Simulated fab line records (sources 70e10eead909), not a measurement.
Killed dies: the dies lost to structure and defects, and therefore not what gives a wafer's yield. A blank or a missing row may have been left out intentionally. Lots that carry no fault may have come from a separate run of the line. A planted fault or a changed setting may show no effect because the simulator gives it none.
A struck lot beside a sound one || flow nandHarc || 15 steps out of a route of 1159
Sound: wafers L667.1, L667.2, L667.5. Struck: wafer L680.2 (L680.1, L680.4, from the same lot, were not struck and are left out); the cause is given at the end.
Per side, at each step with rows, come the tool, then ch with its chambers, and then its first start. Under that, the readings that differ: sound wafers || struck wafers || difference of the means || sigmas: that difference in standard deviations of wafers without a fault.
alike: words and numbers the same on both sides, and readings whose means are apart by under 2 such deviations; not compared: readings that were withheld, readings missing a value for some wafer, numbers with overlapping values and no deviation given by the record, and bounds like >300 which may hide the same value.
A row with sigmas, a row that says differs or no value, or rows on one side alone: a step with any of these is where the two part. When numbers do not overlap yet have no deviation, they are printed without sigmas and do not part them. Lack of a reading on every wafer of one side parts them only where that side has two or more wafers.

NHARC_A_M1_INSPECT_11:
  sound on defectInspect-01, day 18 00:51; struck on defectInspect-02, day 21 04:52
  alike: rawDefectCount
NHARC_A_M1_DESCUM_14: chemistry O2, time 3 s.
  sound on rieDiel-01 ch 0,1,3, day 18 00:55; struck on rieDiel-07 ch 0, day 21 04:56
  alike: drypumpMotorCurrentA, mfcArSccm, oesProductAu, rfVppV, showerheadPlenumPTorr, throttleValvePct
  not compared: rfHoursCounterH
then, 2 steps without rows for these wafers: NHARC_A_M1_ETCH_35 (etches the open film in N2/H2, target depth 40 nm, overetch 12 nm, time 43.94 s); NHARC_A_M1_ETCH_15 (etches the open film in C4F8/Ar, target depth 182.5 nm, time 91.2 s).
NHARC_A_M1_CD_MEAS_16:
  sound on cdSem-03, day 18 01:22; struck on cdSem-03, day 21 05:14
  alike: cdNm
then, 1 step without rows for these wafers: NHARC_A_M1_STRIP_18 (strips in N2/H2).
NHARC_A_M1_ETCH_28: etches the open film in CF4/N2, target depth 30 nm, time 72.99 s.
  sound on rieDiel-01 ch 0,2; struck on rieDiel-07 ch 2
  alike: drypumpMotorCurrentA, mfcArSccm, oesProductAu, rfVppV, showerheadPlenumPTorr, throttleValvePct
  not compared: rfHoursCounterH
then, 1 step without rows for these wafers: NHARC_A_M1_STRIP_19 (strips in post etch residue remover, time 600 s).
NHARC_A_M1_DEGAS_29: time 60 s.
  sound on pvdSputter-03, day 18 02:06; struck on pvdSputter-02, day 21 05:57
  alike: heaterPowerW
then, 1 step without rows for these wafers: NHARC_A_M1_PRE_CLEAN_30 (time 30 s).
NHARC_A_M1_PVD_20: deposits TaN, target thk 5 nm, time 8.06 s.
  sound on pvdSputter-03; struck on pvdSputter-02
  alike: throttleValvePct
NHARC_A_M1_PVD_21: deposits Cu, target thk 30 nm, time 20.49 s.
  sound on pvdSputter-03; struck on pvdSputter-02
  alike: throttleValvePct
NHARC_A_M1_ECD_22: material Cu, target thk 400 nm.
  sound on ecdCu-02 ch 0,1, day 18 02:29; struck on ecdCu-01 ch 0,1, day 21 06:20
then, 1 step without rows for these wafers: NHARC_A_M1_ANNEAL_31 (time 90 s).
NHARC_A_M1_CMP_23: polishes, t overpolish 20 s, target thk 154.34 nm.
  sound on cmp-03 ch 1,2, day 18 03:14; struck on cmp-02 ch 3, day 21 07:03
{"reading": "timeToEndpointS (s)", "sound": "29 25 30", "struck": 14, "difference": -14, "sigmas": -4}
  alike: motorCurrentA, slurryFlowMlMin

## WHERE THEY PART
Only at NHARC_A_M1_CMP_23, within this record.

WHY: what had been put in by the simulator
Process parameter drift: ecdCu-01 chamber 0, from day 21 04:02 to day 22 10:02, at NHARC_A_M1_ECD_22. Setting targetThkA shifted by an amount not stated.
